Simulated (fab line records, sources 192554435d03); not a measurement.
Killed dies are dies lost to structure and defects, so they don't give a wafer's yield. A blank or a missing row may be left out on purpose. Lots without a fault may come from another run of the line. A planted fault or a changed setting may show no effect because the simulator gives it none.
Which tool did it? | flow n5_finfet | 10 lots, 30 wafers sampled, at 5 steps of a route of 1938

WHAT THE GAUGES READ, wafer by wafer
N5_HKMG_FIN_CD_MEAS_12: target cd 92.8 nm. Usual: cd_nm 92.9 nm, standard deviation 0.65.
lot  | measured    | on        | cd_nm (nm)     | flag
L901 | day 4 16:04 | cd_sem-02 | 92.4 91.8 92.0 |
L903 | day 5 01:58 | cd_sem-01 | 91.6 91.9 92.6 |
L905 | day 5 20:06 | cd_sem-02 | 93.9 93.8 92.8 |
L909 | day 6 20:22 | cd_sem-03 | 94.2 94.0 93.4 |
L910 | day 6 22:59 | cd_sem-02 | 92.7 92.2 93.6 |
L911 | day 7 06:41 | cd_sem-02 | 92.7 93.1 93.8 |
L914 | day 7 23:35 | cd_sem-03 | 91.8 92.8 93.1 |
L916 | day 8 07:32 | cd_sem-02 | 92.3 92.8 92.6 |
L917 | day 8 13:42 | cd_sem-02 | 92.9 93.1 93.5 |
L922 | day 9 23:29 | cd_sem-02 | 91.9 93.2 92.0 |

N5_BEOL_M4_RC_MEAS_101. Usual: DIBL_N 35.8 mV/V, standard deviation 1.6; DIBL_P 36.0 mV/V, standard deviation 2.1; IOFF_N 0.153 nA/um, standard deviation 0.026; IOFF_N_LONG 5.5e-05 nA/um, standard deviation 3e-06; IOFF_P 0.21 nA/um, standard deviation 0.037; ION_N 673 uA/um, standard deviation 11; ION_P 462 uA/um, standard deviation 7.6; SS_N 71.4 mV/dec, standard deviation 0.53; SS_P 73.2 mV/dec, standard deviation 0.67; VT_N 250 mV, standard deviation 3.2; VT_N_LONG 274.6 mV, standard deviation 2.2; VT_N_LVT 99 mV, standard deviation 3.3; VT_P -250 mV, standard deviation 3.7.
lot  | measured     | on        | DIBL_N (mV/V)  | DIBL_P (mV/V)  | IOFF_N (nA/um)    | IOFF_N_LONG (nA/um)     | IOFF_P (nA/um) | ION_N (uA/um) | ION_P (uA/um) | SS_N (mV/dec)  | SS_P (mV/dec)  | VT_N (mV)   | VT_N_LONG (mV)    | VT_N_LVT (mV) | VT_P (mV)      | flag
L901 | day 8 23:57  | prober-01 | 36.7 37.7 35.7 | 38.9 40.2 37.7 | 0.176 0.201 0.146 | 5.7e-05 5.7e-05 5.7e-05 | 0.28 0.32 0.26 | 693 682 673   | 472 477 470   | 71.4 72.1 71.0 | 74.1 74.1 73.2 | 250 246 252 | 272.7 276.1 272.1 | 100 98 104    | -243 -240 -244 |
L903 | day 9 06:08  | prober-01 | 37.5 37.4 36.8 | 36.1 36.3 35.5 | 0.193 0.183 0.180 | 6.3e-05 6.2e-05 6.4e-05 | 0.24 0.25 0.24 | 691 685 697   | 468 471 476   | 71.4 70.9 70.6 | 73.7 73.9 72.9 | 245 246 245 | 269.9 271.3 270.3 | 95 96 96      | -246 -243 -243 |
L905 | day 9 15:37  | prober-02 | 37.0 35.2 35.6 | 38.7 35.6 36.5 | 0.192 0.153 0.159 | 5.5e-05 5.5e-05 5.5e-05 | 0.25 0.20 0.21 | 690 680 670   | 467 464 463   | 71.4 71.2 71.8 | 73.6 73.2 72.8 | 248 250 252 | 275.0 277.0 272.9 | 96 99 98      | -247 -253 -250 |
L910 | day 11 05:25 | prober-01 | 35.2 37.1 36.0 | 36.0 39.2 37.5 | 0.000 0.000 0.000 | 3e-05 2.9e-05 2.9e-05   | 0.18 0.24 0.22 | 240 239 240   | 455 452 460   | 71.9 71.4 71.9 | 73.3 74.0 73.7 | 459 452 455 | 478.2 479.4 477.2 | 303 300 304   | -252 -250 -251 | OFF
L914 | day 12 04:37 | prober-01 | 35.8 36.1 36.9 | 36.5 37.6 37.6 | 0.149 0.159 0.176 | 5.5e-05 5.4e-05 5.5e-05 | 0.22 0.25 0.23 | 669 666 691   | 465 470 473   | 71.6 71.6 72.4 | 73.4 73.5 73.8 | 252 251 251 | 275.3 274.4 276.9 | 102 102 100   | -251 -246 -249 |
L916 | day 12 11:53 | prober-01 | 35.1 35.1 37.1 | 36.0 35.8 38.2 | 0.145 0.148 0.178 | 5.5e-05 5.6e-05 5.6e-05 | 0.19 0.19 0.22 | 665 671 678   | 459 458 460   | 70.7 71.4 72.4 | 73.7 72.8 74.1 | 251 249 249 | 273.9 274.0 272.5 | 98 99 98      | -252 -250 -252 |
L917 | day 12 10:37 | prober-02 | 35.1 35.8 32.7 | 34.1 34.5 30.9 | 0.127 0.131 0.093 | 5.4e-05 5.3e-05 5.4e-05 | 0.16 0.16 0.12 | 657 661 662   | 454 452 448   | 71.6 71.3 70.3 | 72.5 72.6 71.9 | 253 254 259 | 274.1 276.9 275.2 | 101 101 105   | -257 -257 -255 |
L922 | day 13 18:08 | prober-01 | 38.3 34.6 35.0 | 36.3 32.5 33.8 | 0.182 0.124 0.136 | 5.4e-05 5.4e-05 5.4e-05 | 0.21 0.17 0.18 | 675 668 665   | 454 456 461   | 71.5 71.3 71.1 | 73.9 72.6 73.1 | 248 254 249 | 275.4 274.5 274.4 | 97 100 99     | -251 -253 -253 |

WHICH TOOL RAN EACH LOT (tool, then ch and the chambers of the sampled wafers, then the start)
lot  | N5_HKMG_FIN_DESCUM_17             | N5_HKMG_FIN_ETCH_35               | N5_HKMG_FIN_STRIP_92
L901 | rie_diel-05 ch 0,1, day 4 16:08   | rie_diel-05 ch 0,1, day 4 16:27   | rie_diel-05 ch 0,1, day 4 16:35
L903 | rie_diel-06 ch 0,3, day 5 02:02   | rie_diel-06 ch 0,3, day 5 02:21   | rie_diel-06 ch 0,3, day 5 02:29
L905 | rie_diel-01 ch 0,1,3, day 5 20:25 | rie_diel-01 ch 0,1,3, day 5 20:43 | rie_diel-01 ch 0,1,3, day 5 20:52
L909 | rie_diel-06 ch 1,2, day 6 20:29   | rie_diel-06 ch 1,2, day 6 20:47   | rie_diel-06 ch 1,2, day 6 20:56
L910 | rie_diel-05 ch 1,2,3, day 6 23:04 | rie_diel-05 ch 1,2,3, day 6 23:22 | rie_diel-05 ch 1,2,3, day 6 23:31
L911 | rie_diel-05 ch 0,1,2, day 7 07:02 | rie_diel-05 ch 0,1,2, day 7 07:20 | rie_diel-05 ch 0,1,2, day 7 07:29
L914 | rie_diel-05 ch 0,1,3, day 7 23:41 | rie_diel-05 ch 0,1,3, day 7 23:59 | rie_diel-05 ch 0,1,3, day 8 00:08
L916 | rie_diel-06 ch 0,1,2, day 8 07:37 | rie_diel-06 ch 0,1,2, day 8 07:55 | rie_diel-06 ch 0,1,2, day 8 08:04
L917 | rie_diel-06 ch 0,1,2, day 8 14:00 | rie_diel-06 ch 0,1,2, day 8 14:18 | rie_diel-06 ch 0,1,2, day 8 14:27
L922 | rie_diel-06 ch 1,3, day 9 23:34   | rie_diel-06 ch 1,3, day 9 23:52   | rie_diel-06 ch 1,3, day 10 00:01
- N5_HKMG_FIN_DESCUM_17: chemistry O2, time 7.9 s.
- N5_HKMG_FIN_ETCH_35: etches SOC in N2/H2, target depth 215.8 nm, time 243.4 s.
- N5_HKMG_FIN_STRIP_92: strips SOC in N2/H2, time 20 s.

WHAT THE TOOLS THEMSELVES READ (means of the sampled wafers that have a number; where no wafer has one, the mark that the record gives instead)
N5_HKMG_FIN_DESCUM_17. Usual: drypump_motor_current_A 5.7 A, standard deviation 0.55; oes_product_au 0.78 a.u., standard deviation 0.078; rf_fwd_power_W 49.3 W, standard deviation 0.31; rf_vpp_V 243.7 V, standard deviation 1.2; showerhead_plenum_p_Torr 2.12 Torr, standard deviation 0.057; throttle_valve_pct 20.52 %, standard deviation 0.24.
lot  | tool        | drypump_motor_current_A (A) | oes_product_au (a.u.) | rf_fwd_power_W (W) | rf_vpp_V (V) | showerhead_plenum_p_Torr (Torr) | throttle_valve_pct (%) | flag
L901 | rie_diel-05 | 6.3                         | 0.75                  | 49.4               | 243.9        | 2.11                            | 20.35                  |
L903 | rie_diel-06 | 5.5                         | 0.81                  | 49.3               | 242.4        | 2.10                            | 20.62                  |
L905 | rie_diel-01 | 5.4                         | 0.76                  | 49.4               | 242.8        | 2.09                            | 20.69                  |
L909 | rie_diel-06 | 5.7                         | 0.74                  | 49.0               | 242.9        | 2.11                            | 20.37                  |
L910 | rie_diel-05 | 5.5                         | 0.79                  | 49.5               | 244.8        | 2.19                            | 20.36                  |
L911 | rie_diel-05 | 5.8                         | 0.73                  | 49.4               | 244.5        | 2.14                            | 20.48                  |
L914 | rie_diel-05 | 6.0                         | 0.78                  | 49.7               | 244.8        | 2.15                            | 20.28                  |
L916 | rie_diel-06 | 5.5                         | 0.77                  | 49.2               | 242.8        | 2.10                            | 20.47                  |
L917 | rie_diel-06 | 5.6                         | 0.77                  | 49.1               | 242.8        | 2.10                            | 20.48                  |
L922 | rie_diel-06 | 5.6                         | 0.73                  | 49.2               | 242.3        | 2.09                            | 20.58                  |

N5_HKMG_FIN_ETCH_35. Usual: bias_w 5.001 W, standard deviation 0.016; chamber_pressure_mTorr 30.000 mTorr, standard deviation 0.027; drypump_motor_current_A 5.7 A, standard deviation 0.55; oes_product_au 0.78 a.u., standard deviation 0.076; rf_fwd_power_W 2991 W, standard deviation 9.8; rf_vpp_V 141.9 V, standard deviation 0.97; showerhead_plenum_p_Torr 2.57 Torr, standard deviation 0.074; throttle_valve_pct 17.87 %, standard deviation 0.22.
lot  | tool        | bias_w (W) | chamber_pressure_mTorr (mTorr) | drypump_motor_current_A (A) | oes_product_au (a.u.) | rf_fwd_power_W (W) | rf_vpp_V (V) | showerhead_plenum_p_Torr (Torr) | throttle_valve_pct (%) | flag
L901 | rie_diel-05 | 5.005      | 30.006                         | 6.3                         | 0.75                  | 2986               | 142.1        | 2.57                            | 17.89                  |
L903 | rie_diel-06 | 5.000      | 29.995                         | 5.5                         | 0.81                  | 2987               | 141.7        | 2.53                            | 17.92                  |
L905 | rie_diel-01 | 4.999      | 30.002                         | 5.4                         | 0.76                  | 3001               | 141.5        | 2.53                            | 17.97                  |
L909 | rie_diel-06 | -          | -                              | -                           | -                     | -                  | -            | -                               | -                      | OFF
L910 | rie_diel-05 | -          | -                              | -                           | -                     | -                  | -            | -                               | -                      | OFF
L911 | rie_diel-05 | -          | -                              | -                           | -                     | -                  | -            | -                               | -                      | OFF
L914 | rie_diel-05 | 4.997      | 30.025                         | 6.0                         | 0.78                  | 2995               | 142.2        | 2.62                            | 17.79                  |
L916 | rie_diel-06 | 5.006      | 30.012                         | 5.6                         | 0.77                  | 2982               | 142.2        | 2.54                            | 17.75                  |
L917 | rie_diel-06 | 4.993      | 29.974                         | 5.6                         | 0.76                  | 2994               | 141.0        | 2.54                            | 17.75                  |
L922 | rie_diel-06 | 4.987      | 29.990                         | 5.6                         | 0.72                  | 2987               | 141.5        | 2.54                            | 17.91                  |

N5_HKMG_FIN_STRIP_92. Usual: drypump_motor_current_A 5.7 A, standard deviation 0.55; oes_product_au 0.78 a.u., standard deviation 0.075; rf_fwd_power_W 496.1 W, standard deviation 2.4; rf_vpp_V 54.3 V, standard deviation 0.78; showerhead_plenum_p_Torr 3.40 Torr, standard deviation 0.094; throttle_valve_pct 18.9 %, standard deviation 0.31.
lot  | tool        | drypump_motor_current_A (A) | oes_product_au (a.u.) | rf_fwd_power_W (W) | rf_vpp_V (V) | showerhead_plenum_p_Torr (Torr) | throttle_valve_pct (%) | flag
L901 | rie_diel-05 | 6.3                         | 0.75                  | 495.2              | 53.9         | 3.39                            | 19.3                   |
L903 | rie_diel-06 | 5.5                         | 0.81                  | 495.8              | 53.9         | 3.35                            | 19.0                   |
L905 | rie_diel-01 | 5.4                         | 0.75                  | 497.3              | 53.8         | 3.34                            | 19.0                   |
L909 | rie_diel-06 | 5.7                         | 0.74                  | 492.0              | 53.8         | 3.38                            | 18.5                   |
L910 | rie_diel-05 | 5.5                         | 0.79                  | 497.1              | 54.4         | 3.52                            | 19.0                   |
L911 | rie_diel-05 | 5.8                         | 0.72                  | 496.1              | 54.6         | 3.44                            | 19.3                   |
L914 | rie_diel-05 | 6.0                         | 0.77                  | 497.3              | 53.6         | 3.46                            | 19.1                   |
L916 | rie_diel-06 | 5.6                         | 0.76                  | 495.1              | 53.6         | 3.36                            | 18.7                   |
L917 | rie_diel-06 | 5.6                         | 0.76                  | 494.6              | 54.0         | 3.36                            | 18.7                   |
L922 | rie_diel-06 | 5.6                         | 0.73                  | 495.0              | 55.3         | 3.35                            | 18.9                   |

THE ANSWER, worked out from the rows above alone
Rule: a lot is off if the mean of its wafers that have a number lies more than 3 standard deviations from the usual mean. A lot without any number at a reading at which 4 lots or more have one is off too. The other lots that the step has rows for count as sound. The gauges are gone through in route order, then the tools' own readings, and for those a lot's mean is taken as printed above. The first step at which some lot is off is used, and at that step the reading that is off furthest; a lot without a number counts as furthest.
Off: L910, at N5_BEOL_M4_RC_MEAS_101 (VT_N_LONG). Neither off nor sound, because the step has no rows for them: L909, L911.
A tool fits if, at a process step before that reading, it ran every lot that is off, and no sound lot after the first of them. The gauges at N5_BEOL_M4_RC_MEAS_101 aren't tried: what is off there is off at N5_HKMG_FIN_ETCH_35 too, on other tools, and a gauge's error can't cause that. None of those tried fits.

WHAT THE SIMULATOR HAD PUT IN
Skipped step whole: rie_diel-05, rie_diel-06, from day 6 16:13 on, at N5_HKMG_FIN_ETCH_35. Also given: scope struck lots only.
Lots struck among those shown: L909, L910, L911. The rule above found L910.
